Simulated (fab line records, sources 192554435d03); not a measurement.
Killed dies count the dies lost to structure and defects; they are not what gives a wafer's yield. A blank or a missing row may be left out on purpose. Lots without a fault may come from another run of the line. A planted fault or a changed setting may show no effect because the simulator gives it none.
fab line records    flow n5_finfet
record: lots: 24  wafers: 72  last_day: 18
route steps=1938 shown BEOL_M2@929 BEOL_M3@934
lots untouched by any fault: they come from a run of this same line in which no faults occurred
start_h: the number of hours between the record's first day and the start of the first shown wafer of the lot    wait_h: hours since the lot's step before    " identical to the entry in the row above    L1.1+2: several wafers, shown together as one row    - value missing, or start not given    * or withheld: withheld    < > ~ a bound
route shown NAME@n: NAME is a module with steps in the file, n the number in the route of the first one    usual: mean/standard deviation of fault-free wafers    same: alike in all rows    chamber/n: place in a boat    sites: each site's reading    _std_site: how widely they spread, as a standard deviation    _edge_site: mean of outer sites minus mean of inner sites    radius_mm: for every site, how far away it sits from the centre of the wafer    mask NAME#n: copy n    behind: the last tool/chamber to shape the wafer    hold: why the lot went on hold/how many hours it stayed there/how the hold came to an end    device: the n, p or np transistor that did not switch    end of line: the tests these same wafers got at the end of their route    a step without rows: its recipe alone    killed: count of dies lost to structure and defects at first sort (not the wafer's yield)    map: shows each die of a wafer: x if killed, . if not, _ if none is there
set.NAME: the setting the step ran with; set.NAME@STEP: the setting that earlier step ran with    model.NAME: the simulator's own value behind a step, which no gauge read
route steps across a sampled set of lots; one table per step, one row per wafer
services: a tool's chamber out of use, with start hour (start_h, from the record's first day; less than 0 if before it), hours out, and reason
== steps ==
step: N5_BEOL_M2_RS_MEAS_58
recipe: thk_meas_gauge: four-point-probe  reads: Co_of_BEOL_M2_CO_CAP_55+Cu_of_BEOL_M2_ECD_50+Co_of_BEOL_M2_CVD_47+TaN_of_BEOL_M2_ALD_84
usual: M2_RS: 0.661/0.026
lot.wafer  tool           chamber  start_h  wait_h  M2_RS[ohm/sq]
L074.3     film_metro-01  -        142.31   0.1     0.634
L074.4     "              -        "        "       0.666
L074.5     "              -        "        "       0.687
L075.2     film_metro-02  -        145.90   0.1     0.639
L075.5     "              -        "        "       0.674
L075.6     "              -        "        "       0.640
L076.1     film_metro-01  -        162.76   0.0     0.627
L076.4     "              -        "        "       0.667
L076.6     "              -        "        "       0.656
L079.3     film_metro-01  -        178.14   0.1     0.625
L079.4     "              -        "        "       0.655
L079.6     "              -        "        "       0.654
L077.3     film_metro-01  -        179.39   0.1     0.658
L077.5     "              -        "        "       0.641
L077.6     "              -        "        "       0.639
L080.3     film_metro-01  -        181.94   0.1     0.688
L080.4     "              -        "        "       0.659
L080.5     "              -        "        "       0.653
L078.1     film_metro-01  -        183.50   0.1     0.635
L078.2     "              -        "        "       0.641
L078.5     "              -        "        "       0.645
L081.1     film_metro-01  -        186.54   0.1     0.657
L081.5     "              -        "        "       0.669
L081.6     "              -        "        "       0.726
L082.2     film_metro-02  -        189.08   0.1     0.663
L082.3     "              -        "        "       0.656
L082.6     "              -        "        "       0.700
L083.2     film_metro-01  -        192.94   0.1     0.638
L083.5     "              -        "        "       0.629
L083.6     "              -        "        "       0.707
L084.1     film_metro-01  -        209.73   0.0     0.656
L084.3     "              -        "        "       0.717
L084.4     "              -        "        "       0.677
L085.1     film_metro-02  -        210.74   0.0     0.672
L085.4     "              -        "        "       0.694
L085.6     "              -        "        "       0.671
L086.1     film_metro-01  -        222.46   0.1     0.701
L086.3     "              -        "        "       0.621
L086.5     "              -        "        "       0.670
L087.1     film_metro-02  -        233.60   0.1     0.643
L087.4     "              -        "        "       0.654
L087.5     "              -        "        "       0.650
L088.1     film_metro-02  -        244.81   0.0     0.662
L088.3     "              -        "        "       0.671
L088.4     "              -        "        "       0.655
L089.1     film_metro-01  -        246.13   0.0     0.670
L089.4     "              -        "        "       0.627
L089.5     "              -        "        "       0.656
L090.1     film_metro-01  -        246.43   0.1     0.645
L090.2     "              -        "        "       0.672
L090.5     "              -        "        "       0.666
L092.2     film_metro-01  -        252.68   0.1     0.614
L092.3     "              -        "        "       0.611
L092.4     "              -        "        "       0.580
L091.2     film_metro-01  -        254.76   0.1     0.712
L091.3     "              -        "        "       0.706
L091.6     "              -        "        "       0.699
L093.1     film_metro-01  -        257.35   0.0     0.638
L093.3     "              -        "        "       0.693
L093.6     "              -        "        "       0.682
L094.2     film_metro-02  -        271.57   0.1     0.683
L094.3     "              -        "        "       0.648
L094.5     "              -        "        "       0.688
L095.1     film_metro-01  -        275.22   0.0     0.665
L095.3     "              -        "        "       0.622
L095.4     "              -        "        "       0.645
L097.1     film_metro-02  -        282.27   0.0     0.642
L097.3     "              -        "        "       0.666
L097.5     "              -        "        "       0.660
L096.1     film_metro-02  -        285.59   0.0     0.652
L096.3     "              -        "        "       0.665
L096.5     "              -        "        "       0.657
step: N5_BEOL_M3_HM_DEP_02
recipe: material: TiN  target_thk_a: 200  temp_c: 25  chamber_pressure_pa: 0.49996
usual: throttle_valve_pct: 30.1/1.2
lot.wafer  tool            chamber  start_h  wait_h  throttle_valve_pct
L074.3     pvd_sputter-03  -        142.54   0.0     28.5
L074.4     "               -        "        "       31.1
L074.5     "               -        "        "       29.3
L075.2     pvd_sputter-02  -        146.43   0.3     29.3
L075.5     "               -        "        "       30.2
L075.6     "               -        "        "       30.4
L076.1     pvd_sputter-03  -        163.52   0.6     28.8
L076.4     "               -        "        "       31.2
L076.6     "               -        "        "       28.8
L079.3     pvd_sputter-03  -        181.23   2.9     31.0
L079.4     "               -        "        "       28.8
L079.6     "               -        "        "       30.9
L077.3     pvd_sputter-03  -        181.61   2.0     30.9
L077.5     "               -        "        "       28.9
L077.6     "               -        "        "       31.0
L080.3     pvd_sputter-01  -        182.48   0.3     30.3
L080.4     "               -        "        "       28.2
L080.5     "               -        "        "       28.0
L078.1     pvd_sputter-03  -        185.21   1.5     31.1
L078.2     "               -        "        "       29.0
L078.5     "               -        "        "       31.0
L081.1     pvd_sputter-03  -        188.49   1.8     28.8
L081.5     "               -        "        "       29.1
L081.6     "               -        "        "       28.5
L082.2     pvd_sputter-01  -        190.15   0.9     30.2
L082.3     "               -        "        "       28.2
L082.6     "               -        "        "       31.6
L083.2     pvd_sputter-02  -        193.18   0.1     29.1
L083.5     "               -        "        "       29.2
L083.6     "               -        "        "       32.1
L084.1     pvd_sputter-02  -        210.06   0.1     29.4
L084.3     "               -        "        "       30.3
L084.4     "               -        "        "       32.5
L085.1     pvd_sputter-03  -        212.20   1.3     29.2
L085.4     "               -        "        "       31.1
L085.6     "               -        "        "       31.1
L086.1     pvd_sputter-01  -        225.54   2.9     28.2
L086.3     "               -        "        "       31.5
L086.5     "               -        "        "       31.6
L087.1     pvd_sputter-02  -        235.30   1.5     30.4
L087.4     "               -        "        "       29.3
L087.5     "               -        "        "       32.1
L088.1     pvd_sputter-01  -        245.64   0.6     31.8
L088.3     "               -        "        "       28.2
L088.4     "               -        "        "       29.9
L089.1     pvd_sputter-02  -        247.93   1.6     29.2
L089.4     "               -        "        "       30.1
L089.5     "               -        "        "       30.3
L090.1     pvd_sputter-02  -        248.11   1.5     31.9
L090.2     "               -        "        "       29.5
L090.5     "               -        "        "       32.1
L092.2     pvd_sputter-01  -        253.44   0.6     30.1
L092.3     "               -        "        "       28.3
L092.4     "               -        "        "       30.4
L091.2     pvd_sputter-02  -        256.59   1.6     30.5
L091.3     "               -        "        "       29.2
L091.6     "               -        "        "       30.1
L093.1     pvd_sputter-01  -        257.78   0.2     31.6
L093.3     "               -        "        "       28.2
L093.6     "               -        "        "       30.2
L094.2     pvd_sputter-01  -        273.10   1.3     31.2
L094.3     "               -        "        "       30.5
L094.5     "               -        "        "       31.5
L095.1     pvd_sputter-02  -        276.60   1.2     31.8
L095.3     "               -        "        "       29.1
L095.4     "               -        "        "       30.2
L097.1     pvd_sputter-02  -        283.12   0.7     30.3
L097.3     "               -        "        "       29.1
L097.5     "               -        "        "       32.1
L096.1     pvd_sputter-01  -        285.83   0.0     30.3
L096.3     "               -        "        "       28.3
L096.5     "               -        "        "       30.0
step: N5_BEOL_M3_ETCH_64
recipe: chemistry: N2/H2  target: SOC  target_depth_a: 750  overetch_a: 150  mask_material: SiARC  temp_c: 40  time_s: 112.5  ion_energy_ev: 200  pressure_mtorr: 30  source_w: 840  bias_w: 150  n2_flow_sccm: 200  h2_flow_sccm: 200
usual: drypump_motor_current_A: 5.9/0.39  h2_flow_sccm: 200.0/0.58  oes_product_au: 0.59/0.047  rf_vpp_V: 524.1/3  showerhead_plenum_p_Torr: 2.55/0.1  throttle_valve_pct: 17.82/0.24
lot.wafer  tool         chamber  start_h  wait_h  drypump_motor_current_A  h2_flow_sccm  oes_product_au  rf_hours_counter_h  rf_vpp_V  showerhead_plenum_p_Torr  throttle_valve_pct
L074.3     rie_diel-05  3        143.38   0.0     5.8                      201.9         0.58            175                 526.4     2.65                      17.99
L074.4     "            1        "        "       6.1                      200.9         0.57            207                 519.5     2.42                      17.48
L074.5     "            3        "        "       5.8                      201.5         0.58            -                   527.0     2.65                      17.99
L075.2     rie_diel-06  0        147.22   0.0     4.9                      199.6         0.56            239                 518.7     2.38                      18.26
L075.5     "            0        "        "       4.9                      200.2         0.56            -                   520.8     2.38                      18.28
L075.6     "            1        "        "       5.9                      200.1         0.69            -                   525.9     2.60                      17.73
L076.1     rie_diel-05  2        164.89   0.0     5.6                      200.5         0.54            233                 526.1     2.61                      18.01
L076.4     "            1        "        "       6.1                      200.8         0.57            214                 520.2     2.42                      17.49
L076.6     "            2        "        "       5.6                      200.0         0.54            -                   526.6     2.61                      18.01
L079.3     rie_diel-06  3        181.94   0.0     6.3                      200.1         0.63            87                  523.7     2.58                      17.97
L079.4     "            0        "        "       4.9                      200.0         0.55            249                 519.9     2.38                      18.28
L079.6     "            2        "        "       6.4                      199.0         0.57            -                   523.6     2.50                      17.69
L077.3     rie_diel-05  1        182.20   0.0     6.1                      198.9         0.56            218                 521.4     2.41                      17.49
L077.5     "            0        "        "       5.6                      199.9         0.60            -                   521.9     2.44                      18.05
L077.6     "            3        "        "       5.8                      199.6         0.58            -                   526.8     2.64                      18.00
L080.3     rie_diel-06  2        183.07   0.0     6.4                      199.3         0.57            200                 524.3     2.50                      17.69
L080.4     "            3        "        "       6.3                      199.9         0.63            88                  523.0     2.58                      17.95
L080.5     "            3        "        "       6.3                      200.0         0.63            -                   524.9     2.58                      17.96
L078.1     rie_diel-01  2        186.68   0.0     6.4                      199.8         0.58            177                 522.1     2.43                      17.66
L078.2     "            0        "        "       5.5                      199.3         0.64            74                  527.4     2.69                      17.83
L078.5     "            3        "        "       5.7                      200.3         0.57            -                   527.3     2.63                      17.86
L081.1     rie_diel-05  1        189.20   0.0     6.1                      199.7         0.57            221                 521.2     2.41                      17.51
L081.5     "            0        "        "       5.5                      199.5         0.60            -                   521.5     2.44                      18.06
L081.6     "            1        "        "       6.1                      199.8         0.56            -                   519.4     2.41                      17.50
L082.2     rie_diel-05  2        191.74   0.0     5.6                      200.5         0.53            241                 524.9     2.60                      18.02
L082.3     "            3        "        "       5.8                      200.2         0.58            189                 526.3     2.64                      18.00
L082.6     "            3        "        "       5.8                      201.0         0.57            -                   524.5     2.64                      18.00
L083.2     rie_diel-06  2        193.90   0.0     6.3                      200.1         0.56            204                 523.3     2.50                      17.69
L083.5     "            0        "        "       4.9                      199.3         0.55            -                   519.8     2.38                      18.28
L083.6     "            1        "        "       5.8                      199.5         0.67            -                   524.8     2.60                      17.74
L084.1     rie_diel-05  2        210.65   0.0     5.6                      200.5         0.53            247                 524.7     2.60                      18.04
L084.3     "            1        "        "       6.1                      200.5         0.56            227                 519.1     2.41                      17.53
L084.4     "            0        "        "       5.5                      199.3         0.59            143                 520.6     2.44                      18.07
L085.1     rie_diel-05  0        212.86   0.0     5.5                      199.9         0.60            144                 520.2     2.44                      18.07
L085.4     "            2        "        "       5.6                      199.5         0.53            247                 526.9     2.60                      18.01
L085.6     "            1        "        "       6.1                      200.7         0.56            -                   519.7     2.41                      17.50
L086.1     rie_diel-01  2        226.26   0.0     6.5                      199.3         0.58            186                 520.0     2.43                      17.67
L086.3     "            3        "        "       5.7                      200.6         0.57            211                 525.4     2.63                      17.85
L086.5     "            1        "        "       6.3                      199.2         0.61            -                   527.5     2.64                      17.34
L087.1     rie_diel-01  2        236.02   0.0     6.4                      199.7         0.57            189                 519.3     2.43                      17.68
L087.4     "            1        "        "       6.3                      199.7         0.60            168                 526.5     2.64                      17.36
L087.5     "            1        "        "       6.3                      200.4         0.60            -                   526.5     2.64                      17.36
L088.1     rie_diel-01  0        246.23   0.0     5.5                      201.0         0.63            91                  529.7     2.68                      17.86
L088.3     "            1        "        "       6.3                      199.8         0.60            171                 526.9     2.64                      17.35
L088.4     "            2        "        "       6.4                      199.4         0.57            192                 519.8     2.43                      17.70
L089.1     rie_diel-01  2        248.53   0.0     6.3                      200.2         0.57            193                 521.8     2.43                      17.67
L089.4     "            1        "        "       6.3                      200.0         0.61            172                 524.9     2.64                      17.35
L089.5     "            2        "        "       6.4                      200.7         0.57            -                   519.5     2.43                      17.69
L090.1     rie_diel-01  2        248.76   0.0     6.4                      200.8         0.57            193                 521.5     2.43                      17.69
L090.2     "            3        "        "       5.7                      198.7         0.56            217                 526.4     2.62                      17.87
L090.5     "            3        "        "       5.7                      200.5         0.56            -                   526.1     2.62                      17.88
L092.2     rie_diel-01  0        254.48   0.0     5.5                      200.3         0.63            93                  527.9     2.68                      17.89
L092.3     "            2        "        "       6.4                      199.7         0.57            195                 519.5     2.43                      17.68
L092.4     "            3        "        "       5.8                      200.0         0.56            220                 527.3     2.62                      17.87
L091.2     rie_diel-05  3        257.29   0.0     5.8                      199.7         0.55            212                 526.3     2.63                      18.03
L091.3     "            0        "        "       5.5                      199.7         0.58            161                 522.1     2.43                      18.09
L091.6     "            3        "        "       5.8                      199.8         0.56            -                   525.1     2.63                      18.03
L093.1     rie_diel-05  3        258.38   0.0     5.8                      200.6         0.56            212                 525.4     2.63                      18.04
L093.3     "            1        "        "       6.1                      200.5         0.54            245                 518.7     2.40                      17.54
L093.6     "            3        "        "       5.8                      199.3         0.56            -                   526.7     2.63                      18.04
L094.2     rie_diel-01  3        273.83   0.0     5.8                      199.3         0.56            225                 526.3     2.62                      17.88
L094.3     "            0        "        "       5.5                      200.2         0.63            99                  527.9     2.68                      17.87
L094.5     "            0        "        "       5.5                      199.5         0.63            -                   527.5     2.68                      17.89
L095.1     rie_diel-05  1        277.32   0.0     6.1                      198.8         0.55            249                 518.3     2.40                      17.56
L095.3     "            3        "        "       5.8                      199.5         0.56            216                 526.2     2.63                      18.05
L095.4     "            0        "        "       5.5                      200.6         0.58            166                 521.3     2.43                      18.10
L097.1     rie_diel-01  1        283.71   0.0     6.3                      200.5         0.59            184                 525.5     2.63                      17.39
L097.3     "            0        "        "       5.5                      199.6         0.63            103                 526.9     2.68                      17.88
L097.5     "            1        "        "       6.3                      200.0         0.59            -                   527.0     2.63                      17.40
L096.1     rie_diel-06  0        286.42   0.0     4.9                      199.2         0.74            11                  529.9     2.69                      17.83
L096.3     "            3        "        "       6.3                      199.5         0.60            121                 524.1     2.57                      18.00
L096.5     "            2        "        "       6.3                      200.1         0.56            -                   522.1     2.49                      17.74
step: N5_BEOL_M3_STRIP_66
recipe: chemistry: CF4  resist: SiARC  power_w: 300  bias_power_w: 75  pressure_mtorr: 50  cf4_flow_sccm: 150  rf_frequency_hz: 6e+07
usual: drypump_motor_current_A: 5.9/0.39  oes_product_au: 0.74/0.058  rf_vpp_V: 271.3/1.7  showerhead_plenum_p_Torr: 1.80/0.065  throttle_valve_pct: 13.64/0.22
lot.wafer  tool         chamber  start_h  wait_h  drypump_motor_current_A  oes_product_au  rf_hours_counter_h  rf_vpp_V  showerhead_plenum_p_Torr  throttle_valve_pct
L074.3     rie_diel-05  3        143.51   0.0     5.8                      0.73            176                 272.7     1.87                      13.78
L074.4     "            1        "        "       6.1                      0.71            207                 267.3     1.72                      13.45
L074.5     "            3        "        "       5.8                      0.73            -                   273.2     1.87                      13.77
L075.2     rie_diel-06  0        147.34   0.0     4.9                      0.70            239                 269.5     1.70                      14.18
L075.5     "            0        "        "       4.9                      0.70            -                   267.2     1.70                      14.17
L075.6     "            1        "        "       5.8                      0.87            -                   271.5     1.83                      13.42
L076.1     rie_diel-05  2        165.02   0.0     5.6                      0.68            233                 270.9     1.83                      13.82
L076.4     "            1        "        "       6.1                      0.70            214                 267.4     1.72                      13.49
L076.6     "            2        "        "       5.6                      0.67            -                   269.7     1.83                      13.80
L079.3     rie_diel-06  3        182.07   0.0     6.3                      0.80            87                  273.0     1.83                      13.60
L079.4     "            0        "        "       4.9                      0.69            249                 268.1     1.70                      14.18
L079.6     "            2        "        "       6.3                      0.71            -                   269.6     1.79                      13.61
L077.3     rie_diel-05  1        182.32   0.0     6.1                      0.70            218                 269.5     1.72                      13.49
L077.5     "            0        "        "       5.6                      0.75            -                   269.0     1.73                      13.78
L077.6     "            3        "        "       5.8                      0.72            -                   273.2     1.87                      13.80
L080.3     rie_diel-06  2        183.20   0.0     6.3                      0.71            200                 271.0     1.79                      13.61
L080.4     "            3        "        "       6.3                      0.80            88                  271.9     1.83                      13.60
L080.5     "            3        "        "       6.3                      0.79            -                   270.3     1.83                      13.60
L078.1     rie_diel-01  2        186.80   0.0     6.4                      0.73            177                 269.1     1.72                      13.51
L078.2     "            0        "        "       5.5                      0.81            74                  272.8     1.90                      13.66
L078.5     "            3        "        "       5.8                      0.72            -                   272.3     1.85                      13.57
L081.1     rie_diel-05  1        189.33   0.0     6.1                      0.71            221                 268.9     1.71                      13.50
L081.5     "            0        "        "       5.5                      0.75            -                   269.5     1.73                      13.79
L081.6     "            1        "        "       6.1                      0.70            -                   269.6     1.71                      13.50
L082.2     rie_diel-05  2        191.86   0.0     5.6                      0.67            241                 271.8     1.83                      13.81
L082.3     "            3        "        "       5.8                      0.72            189                 272.2     1.87                      13.81
L082.6     "            3        "        "       5.8                      0.72            -                   273.4     1.87                      13.82
L083.2     rie_diel-06  2        194.02   0.0     6.4                      0.71            204                 270.3     1.79                      13.60
L083.5     "            0        "        "       4.9                      0.69            -                   270.0     1.70                      14.19
L083.6     "            1        "        "       5.9                      0.84            -                   271.8     1.83                      13.46
L084.1     rie_diel-05  2        210.78   0.0     5.6                      0.66            247                 272.4     1.83                      13.82
L084.3     "            1        "        "       6.1                      0.70            227                 267.9     1.71                      13.51
L084.4     "            0        "        "       5.5                      0.74            143                 269.0     1.73                      13.82
L085.1     rie_diel-05  0        212.99   0.0     5.6                      0.74            144                 269.2     1.73                      13.81
L085.4     "            2        "        "       5.6                      0.67            247                 272.1     1.83                      13.84
L085.6     "            1        "        "       6.1                      0.69            -                   270.0     1.71                      13.52
L086.1     rie_diel-01  2        226.39   0.0     6.3                      0.72            186                 269.6     1.72                      13.52
L086.3     "            3        "        "       5.8                      0.71            211                 271.8     1.84                      13.60
L086.5     "            1        "        "       6.3                      0.76            -                   273.2     1.84                      13.24
L087.1     rie_diel-01  2        236.15   0.0     6.4                      0.72            189                 269.0     1.71                      13.55
L087.4     "            1        "        "       6.3                      0.76            168                 272.7     1.84                      13.24
L087.5     "            1        "        "       6.3                      0.76            -                   273.3     1.84                      13.24
L088.1     rie_diel-01  0        246.36   0.0     5.5                      0.79            91                  271.9     1.90                      13.69
L088.3     "            1        "        "       6.3                      0.75            171                 272.4     1.84                      13.24
L088.4     "            2        "        "       6.4                      0.71            192                 269.6     1.71                      13.54
L089.1     rie_diel-01  2        248.66   0.0     6.3                      0.71            193                 268.1     1.71                      13.55
L089.4     "            1        "        "       6.3                      0.75            172                 272.9     1.84                      13.24
L089.5     "            2        "        "       6.4                      0.71            -                   269.2     1.71                      13.55
L090.1     rie_diel-01  2        248.89   0.0     6.3                      0.71            193                 268.6     1.71                      13.55
L090.2     "            3        "        "       5.7                      0.71            218                 272.4     1.84                      13.61
L090.5     "            3        "        "       5.7                      0.71            -                   271.4     1.84                      13.59
L092.2     rie_diel-01  0        254.61   0.0     5.4                      0.79            93                  273.6     1.90                      13.71
L092.3     "            2        "        "       6.4                      0.71            195                 268.8     1.71                      13.55
L092.4     "            3        "        "       5.7                      0.71            220                 271.6     1.84                      13.62
L091.2     rie_diel-05  3        257.42   0.0     5.8                      0.71            212                 274.0     1.86                      13.85
L091.3     "            0        "        "       5.5                      0.73            161                 270.6     1.73                      13.85
L091.6     "            3        "        "       5.8                      0.70            -                   272.0     1.86                      13.87
L093.1     rie_diel-05  3        258.50   0.0     5.8                      0.70            212                 271.9     1.86                      13.85
L093.3     "            1        "        "       6.1                      0.68            245                 267.6     1.71                      13.56
L093.6     "            3        "        "       5.8                      0.70            -                   271.3     1.86                      13.87
L094.2     rie_diel-01  3        273.96   0.0     5.7                      0.70            225                 272.5     1.84                      13.63
L094.3     "            0        "        "       5.5                      0.79            99                  272.0     1.90                      13.71
L094.5     "            0        "        "       5.5                      0.78            -                   274.3     1.89                      13.71
L095.1     rie_diel-05  1        277.44   0.0     6.1                      0.68            249                 269.1     1.71                      13.54
L095.3     "            3        "        "       5.8                      0.70            217                 273.9     1.86                      13.87
L095.4     "            0        "        "       5.5                      0.73            166                 270.3     1.73                      13.88
L097.1     rie_diel-01  1        283.84   0.0     6.3                      0.74            184                 270.9     1.84                      13.28
L097.3     "            0        "        "       5.5                      0.79            103                 272.0     1.89                      13.71
L097.5     "            1        "        "       6.3                      0.74            -                   273.8     1.84                      13.27
L096.1     rie_diel-06  0        286.55   0.0     4.9                      0.91            11                  273.0     1.90                      13.62
L096.3     "            3        "        "       6.3                      0.76            121                 271.4     1.82                      13.68
L096.5     "            2        "        "       6.3                      0.70            -                   270.1     1.78                      13.67
step: N5_BEOL_M3_CD_MEAS_18
recipe: pitch_nm: 36  target_cd_nm: 18
usual: cd_nm: 18.1/0.31
lot.wafer  tool       chamber  start_h  wait_h  cd_nm
L074.3     cd_sem-03  -        143.73   0.1     17.8
L074.4     "          -        "        "       17.7
L074.5     "          -        "        "       17.7
L075.2     cd_sem-03  -        147.57   0.1     18.2
L075.5     "          -        "        "       18.4
L075.6     "          -        "        "       17.8
L076.1     cd_sem-03  -        165.32   0.0     18.4
L076.4     "          -        "        "       18.4
L076.6     "          -        "        "       18.4
L079.3     cd_sem-02  -        182.29   0.1     18.2
L079.4     "          -        "        "       18.6
L079.6     "          -        "        "       17.6
L077.3     cd_sem-02  -        182.56   0.1     18.0
L077.5     "          -        "        "       17.7
L077.6     "          -        "        "       18.0
L080.3     cd_sem-02  -        183.43   0.1     18.6
L080.4     "          -        "        "       18.1
L080.5     "          -        "        "       18.1
L078.1     cd_sem-01  -        187.27   0.0     17.7
L078.2     "          -        "        "       18.0
L078.5     "          -        "        "       18.0
L081.1     cd_sem-02  -        189.56   0.0     17.8
L081.5     "          -        "        "       17.5
L081.6     "          -        "        "       17.9
L082.2     cd_sem-03  -        192.16   0.1     18.3
L082.3     "          -        "        "       17.8
L082.6     "          -        "        "       18.0
L083.2     cd_sem-01  -        194.25   0.1     17.9
L083.5     "          -        "        "       17.9
L083.6     "          -        "        "       18.2
L084.1     cd_sem-02  -        211.07   0.1     18.1
L084.3     "          -        "        "       18.0
L084.4     "          -        "        "       18.0
L085.1     cd_sem-01  -        213.24   0.1     17.9
L085.4     "          -        "        "       18.5
L085.6     "          -        "        "       18.0
L086.1     cd_sem-03  -        226.71   0.0     17.9
L086.3     "          -        "        "       17.8
L086.5     "          -        "        "       18.0
L087.1     cd_sem-02  -        236.41   0.0     18.2
L087.4     "          -        "        "       18.3
L087.5     "          -        "        "       18.4
L088.1     cd_sem-01  -        246.58   0.0     18.6
L088.3     "          -        "        "       17.9
L088.4     "          -        "        "       18.5
L089.1     cd_sem-03  -        248.93   0.0     18.1
L089.4     "          -        "        "       18.0
L089.5     "          -        "        "       18.3
L090.1     cd_sem-03  -        249.26   0.0     18.5
L090.2     "          -        "        "       17.6
L090.5     "          -        "        "       17.8
L092.2     cd_sem-02  -        254.84   0.1     18.2
L092.3     "          -        "        "       18.1
L092.4     "          -        "        "       18.2
L091.2     cd_sem-01  -        257.65   0.1     17.4
L091.3     "          -        "        "       17.8
L091.6     "          -        "        "       17.5
L093.1     cd_sem-02  -        258.72   0.0     18.2
L093.3     "          -        "        "       18.1
L093.6     "          -        "        "       18.4
L094.2     cd_sem-02  -        274.18   0.1     18.4
L094.3     "          -        "        "       18.0
L094.5     "          -        "        "       18.0
L095.1     cd_sem-02  -        277.67   0.0     18.0
L095.3     "          -        "        "       18.0
L095.4     "          -        "        "       17.9
L097.1     cd_sem-01  -        284.09   0.0     18.0
L097.3     "          -        "        "       17.9
L097.5     "          -        "        "       18.0
L096.1     cd_sem-01  -        286.80   0.0     17.5
L096.3     "          -        "        "       18.2
L096.5     "          -        "        "       18.4
step: N5_BEOL_M3_DEGAS_44
recipe: ambient: vacuum  temp_c: 250  time_s: 60
usual: heater_power_w: 331/24
lot.wafer  tool            chamber  start_h  wait_h  heater_power_w
L074.3     pvd_sputter-03  -        146.48   0.2     351
L074.4     "               -        "        "       339
L074.5     "               -        "        "       353
L075.2     pvd_sputter-03  -        151.30   0.7     324
L075.5     "               -        "        "       352
L075.6     "               -        "        "       352
L076.1     pvd_sputter-02  -        174.61   0.6     301
L076.4     "               -        "        "       345
L076.6     "               -        "        "       340
L079.3     pvd_sputter-03  -        185.71   0.1     320
L079.4     "               -        "        "       309
L079.6     "               -        "        "       315
L077.3     pvd_sputter-02  -        185.77   0.1     347
L077.5     "               -        "        "       300
L077.6     "               -        "        "       338
L080.3     pvd_sputter-02  -        186.13   0.1     343
L080.4     "               -        "        "       349
L080.5     "               -        "        "       338
L078.1     pvd_sputter-01  -        190.43   0.3     361
L078.2     "               -        "        "       292
L078.5     "               -        "        "       337
L081.1     pvd_sputter-03  -        192.65   0.3     325
L081.5     "               -        "        "       330
L081.6     "               -        "        "       360
L082.2     pvd_sputter-01  -        193.46   0.0     288
L082.3     "               -        "        "       353
L082.6     "               -        "        "       283
L083.2     pvd_sputter-01  -        199.18   0.5     285
L083.5     "               -        "        "       285
L083.6     "               -        "        "       343
L084.1     pvd_sputter-03  -        221.89   0.2     325
L084.3     "               -        "        "       316
L084.4     "               -        "        "       362
L085.1     pvd_sputter-03  -        227.00   0.2     363
L085.4     "               -        "        "       333
L085.6     "               -        "        "       356
L086.1     pvd_sputter-03  -        230.06   0.3     325
L086.3     "               -        "        "       320
L086.5     "               -        "        "       314
L087.1     pvd_sputter-01  -        239.38   1.0     290
L087.4     "               -        "        "       343
L087.5     "               -        "        "       285
L088.1     pvd_sputter-01  -        249.02   0.4     352
L088.3     "               -        "        "       282
L088.4     "               -        "        "       292
L089.1     pvd_sputter-02  -        257.67   0.4     349
L089.4     "               -        "        "       339
L089.5     "               -        "        "       342
L091.2     pvd_sputter-01  -        261.46   0.7     287
L091.3     "               -        "        "       290
L091.6     "               -        "        "       292
L090.1     pvd_sputter-03  -        262.77   0.2     354
L090.2     "               -        "        "       359
L090.5     "               -        "        "       327
L092.2     pvd_sputter-02  -        262.79   0.2     346
L092.3     "               -        "        "       313
L092.4     "               -        "        "       354
L093.1     pvd_sputter-02  -        266.20   0.3     342
L093.3     "               -        "        "       349
L093.6     "               -        "        "       297
L094.2     pvd_sputter-03  -        276.87   0.3     313
L094.3     "               -        "        "       356
L094.5     "               -        "        "       358
L095.1     pvd_sputter-02  -        280.18   0.3     357
L095.3     "               -        "        "       313
L095.4     "               -        "        "       347
L097.1     pvd_sputter-01  -        299.67   0.4     356
L097.3     "               -        "        "       284
L097.5     "               -        "        "       335
L096.1     pvd_sputter-02  -        301.43   0.7     336
L096.3     "               -        "        "       337
L096.5     "               -        "        "       310
== services ==
tool            chamber  start_h  hours  kind
rie_diel-06     2        124.88   3.2    repair
pvd_sputter-01  -        137.17   2.2    repair
rie_diel-05     0        157.45   2.8    repair
rie_diel-06     2        201.30   23.7   repair
rie_diel-06     3        202.27   7.3    repair
rie_diel-01     -        211.73   3.2    repair
rie_diel-05     2        220.81   -      clean
rie_diel-05     2        220.81   -      consumable_replace:focus_ring
rie_diel-05     2        220.81   17.9   scheduled_down
rie_diel-05     2        220.81   17.9   vent_cycle
rie_diel-06     0        226.90   -      clean
rie_diel-06     0        226.90   -      consumable_replace:focus_ring
rie_diel-06     0        226.90   -      consumable_replace:showerhead
rie_diel-06     0        226.90   20.7   scheduled_down
pvd_sputter-01  -        231.67   2.2    repair
pvd_sputter-01  -        236.50   2.7    repair
rie_diel-01     -        243.61   0.2    repair
rie_diel-06     0        271.64   2.8    repair
rie_diel-05     1        280.56   -      clean
rie_diel-05     1        280.56   -      consumable_replace:focus_ring
rie_diel-05     1        280.56   -      consumable_replace:showerhead
rie_diel-05     1        280.56   29.9   scheduled_down
rie_diel-05     1        280.56   29.9   vent_cycle
rie_diel-05     2        296.80   2.9    repair
== key ==
fault none
